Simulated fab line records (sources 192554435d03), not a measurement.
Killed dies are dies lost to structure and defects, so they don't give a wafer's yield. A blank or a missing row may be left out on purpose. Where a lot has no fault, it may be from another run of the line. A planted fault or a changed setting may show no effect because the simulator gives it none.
Split-lot study / flow n5_finfet / 7 lots, 21 wafers read, on a route of 1938 steps

## THE SPLIT
At N5_BEOL_M4_COAT_62 (time 60 s, resist thk 12 nm), the setting spin_rpm was moved away from the recipe's 1500 rpm on 9 of the 21 wafers read, by -10.5% to +10.8%. All remaining wafers had this setting at the recipe value.

## FROM THE SPLIT TO THE READING: what the file shows between them, 3 steps
- N5_BEOL_M4_DESCUM_16: chemistry O2, time 7 s (also split here: time_s)
- N5_BEOL_M4_ETCH_74: etches underlayer in N2/H2, target depth 6.5 nm, time 5.2 s
- N5_BEOL_M4_ETCH_63: etches SiARC in CF4, target depth 15.6 nm, time 26 s

## THE READING
SiARC_of_BEOL_M4_COAT_62.thk_nm (the simulator's own value, which no gauge read), in nm, at N5_BEOL_M4_ETCH_64 (etches SOC in N2/H2, target depth 75 nm, overetch 22.5 nm, time 121.9 s). No usual value for it is given in the file. The 12 wafers here that ran the recipe average 6.3 nm, standard deviation 0.099 nm.

wafer=L076.1; tool, chamber at the split=litho_track-01, 0; spin_rpm as run, rpm=1500; against the recipe=recipe; SiARC_of_BEOL_M4_COAT_62.thk_nm, nm=6.4; against lot-mates on the recipe=-
wafer=L076.2; tool, chamber at the split=litho_track-01, 0; spin_rpm as run, rpm=1500; against the recipe=recipe; SiARC_of_BEOL_M4_COAT_62.thk_nm, nm=6.2; against lot-mates on the recipe=-
wafer=L076.6; tool, chamber at the split=litho_track-01, 0; spin_rpm as run, rpm=1500; against the recipe=recipe; SiARC_of_BEOL_M4_COAT_62.thk_nm, nm=6.2; against lot-mates on the recipe=-
wafer=L078.1; tool, chamber at the split=litho_track-01, 0; spin_rpm as run, rpm=1500; against the recipe=recipe; SiARC_of_BEOL_M4_COAT_62.thk_nm, nm=6.2; against lot-mates on the recipe=-
wafer=L078.4; tool, chamber at the split=litho_track-01, 0; spin_rpm as run, rpm=1365; against the recipe=-9.0%; SiARC_of_BEOL_M4_COAT_62.thk_nm, nm=6.8; against lot-mates on the recipe=+0.6
wafer=L078.5; tool, chamber at the split=litho_track-01, 0; spin_rpm as run, rpm=1365; against the recipe=-9.0%; SiARC_of_BEOL_M4_COAT_62.thk_nm, nm=6.8; against lot-mates on the recipe=+0.6
wafer=L081.3; tool, chamber at the split=litho_track-01, 0; spin_rpm as run, rpm=1343; against the recipe=-10.5%; SiARC_of_BEOL_M4_COAT_62.thk_nm, nm=7; against lot-mates on the recipe=+0.6
wafer=L081.4; tool, chamber at the split=litho_track-01, 0; spin_rpm as run, rpm=1500; against the recipe=recipe; SiARC_of_BEOL_M4_COAT_62.thk_nm, nm=6.4; against lot-mates on the recipe=-
wafer=L081.6; tool, chamber at the split=litho_track-01, 0; spin_rpm as run, rpm=1343; against the recipe=-10.5%; SiARC_of_BEOL_M4_COAT_62.thk_nm, nm=6.8; against lot-mates on the recipe=+0.4
wafer=L084.1; tool, chamber at the split=litho_track-05, 0; spin_rpm as run, rpm=1500; against the recipe=recipe; SiARC_of_BEOL_M4_COAT_62.thk_nm, nm=6.4; against lot-mates on the recipe=-
wafer=L084.4; tool, chamber at the split=litho_track-05, 0; spin_rpm as run, rpm=1662; against the recipe=+10.8%; SiARC_of_BEOL_M4_COAT_62.thk_nm, nm=5.8; against lot-mates on the recipe=-0.5
wafer=L084.6; tool, chamber at the split=litho_track-05, 0; spin_rpm as run, rpm=1500; against the recipe=recipe; SiARC_of_BEOL_M4_COAT_62.thk_nm, nm=6.2; against lot-mates on the recipe=-
wafer=L085.2; tool, chamber at the split=litho_track-01, 0; spin_rpm as run, rpm=1500; against the recipe=recipe; SiARC_of_BEOL_M4_COAT_62.thk_nm, nm=6.4; against lot-mates on the recipe=-
wafer=L085.5; tool, chamber at the split=litho_track-01, 0; spin_rpm as run, rpm=1500; against the recipe=recipe; SiARC_of_BEOL_M4_COAT_62.thk_nm, nm=6.4; against lot-mates on the recipe=-
wafer=L085.6; tool, chamber at the split=litho_track-01, 0; spin_rpm as run, rpm=1500; against the recipe=recipe; SiARC_of_BEOL_M4_COAT_62.thk_nm, nm=6.2; against lot-mates on the recipe=-
wafer=L088.1; tool, chamber at the split=litho_track-01, 0; spin_rpm as run, rpm=1500; against the recipe=recipe; SiARC_of_BEOL_M4_COAT_62.thk_nm, nm=6.4; against lot-mates on the recipe=-
wafer=L088.5; tool, chamber at the split=litho_track-01, 0; spin_rpm as run, rpm=1647; against the recipe=+9.8%; SiARC_of_BEOL_M4_COAT_62.thk_nm, nm=5.8; against lot-mates on the recipe=-0.6
wafer=L088.6; tool, chamber at the split=litho_track-01, 0; spin_rpm as run, rpm=1647; against the recipe=+9.8%; SiARC_of_BEOL_M4_COAT_62.thk_nm, nm=5.6; against lot-mates on the recipe=-0.8
wafer=L090.1; tool, chamber at the split=litho_track-04, 0; spin_rpm as run, rpm=1638; against the recipe=+9.2%; SiARC_of_BEOL_M4_COAT_62.thk_nm, nm=5.8; against lot-mates on the recipe=-0.6
wafer=L090.5; tool, chamber at the split=litho_track-04, 0; spin_rpm as run, rpm=1638; against the recipe=+9.2%; SiARC_of_BEOL_M4_COAT_62.thk_nm, nm=5.8; against lot-mates on the recipe=-0.6
wafer=L090.2; tool, chamber at the split=litho_track-04, 0; spin_rpm as run, rpm=1500; against the recipe=recipe; SiARC_of_BEOL_M4_COAT_62.thk_nm, nm=6.4; against lot-mates on the recipe=-

FIT RESULTS
A straight line over all 21 wafers: SiARC_of_BEOL_M4_COAT_62.thk_nm changes by -0.0559 nm for each +1% of spin_rpm; r = -0.97; the points scatter about the line by 0.096 nm.
The same after taking each lot's own level away (the mean of its wafers on the recipe; 21 wafers): -0.0597 nm for each +1%; r = -0.97; scatter 0.1 nm.
The reading moves by 0.64 nm for the largest change in spin_rpm, on that fit.
The span of the lots' own levels, 6.20 to 6.40 nm, comes to 2.0 times the standard deviation stated above.
So the lot-to-lot level changes the slope little: the two slopes agree.
Check: -0.693 nm against its lot-mates is what the line predicts for one of the wafers moved furthest among these (+10.8%) when that wafer is left out of the fit. It came out at -0.5 nm against them.

## THE OTHER SPLITS THESE WAFERS WENT THROUGH
Before the reading, these wafers also passed through other splits. Each is held against what the fit with the lots' levels taken away leaves over:
other split on the same wafers=N5_BEOL_M3_COAT_05 spin_rpm; wafers away from the commonest value=5; r with SiARC_of_BEOL_M4_COAT_62.thk_nm (lot level and that fit taken away)=-0.35
other split on the same wafers=N5_BEOL_M4_DESCUM_16 time_s; wafers away from the commonest value=7; r with SiARC_of_BEOL_M4_COAT_62.thk_nm (lot level and that fit taken away)=+0.02

## THE WHOLE CHAIN: every reading that the file lists as answering this split, in the file's order
step=N5_BEOL_M4_COAT_62; what it does=time 60 s, resist thk 12 nm; reading=SiARC_of_BEOL_M4_COAT_62.thk_nm (the simulator's own value, which no gauge read); change (the file's fit)=-0.059 nm for each +1% of the setting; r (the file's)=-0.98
step=N5_BEOL_M4_ETCH_63; what it does=etches SiARC in CF4, target depth 15.6 nm, time 26 s; reading=etch_rf_on_time_s; change (the file's fit)=withheld for each +1% of the setting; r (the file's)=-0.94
step=N5_BEOL_M4_ETCH_63; what it does=etches SiARC in CF4, target depth 15.6 nm, time 26 s; reading=etch.depth_nm (the simulator's own value, which no gauge read); change (the file's fit)=-0.0587 nm for each +1% of the setting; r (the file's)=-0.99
step=N5_BEOL_M4_ETCH_64; what it does=etches SOC in N2/H2, target depth 75 nm, overetch 22.5 nm, time 121.9 s; reading=SiARC_of_BEOL_M4_COAT_62.thk_nm (the simulator's own value, which no gauge read); change (the file's fit)=-0.0582 nm for each +1% of the setting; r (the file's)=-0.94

## FILE'S OWN FIT
SiARC_of_BEOL_M4_COAT_62.thk_nm changes by -0.0582 nm for each +1% of spin_rpm, r = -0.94.
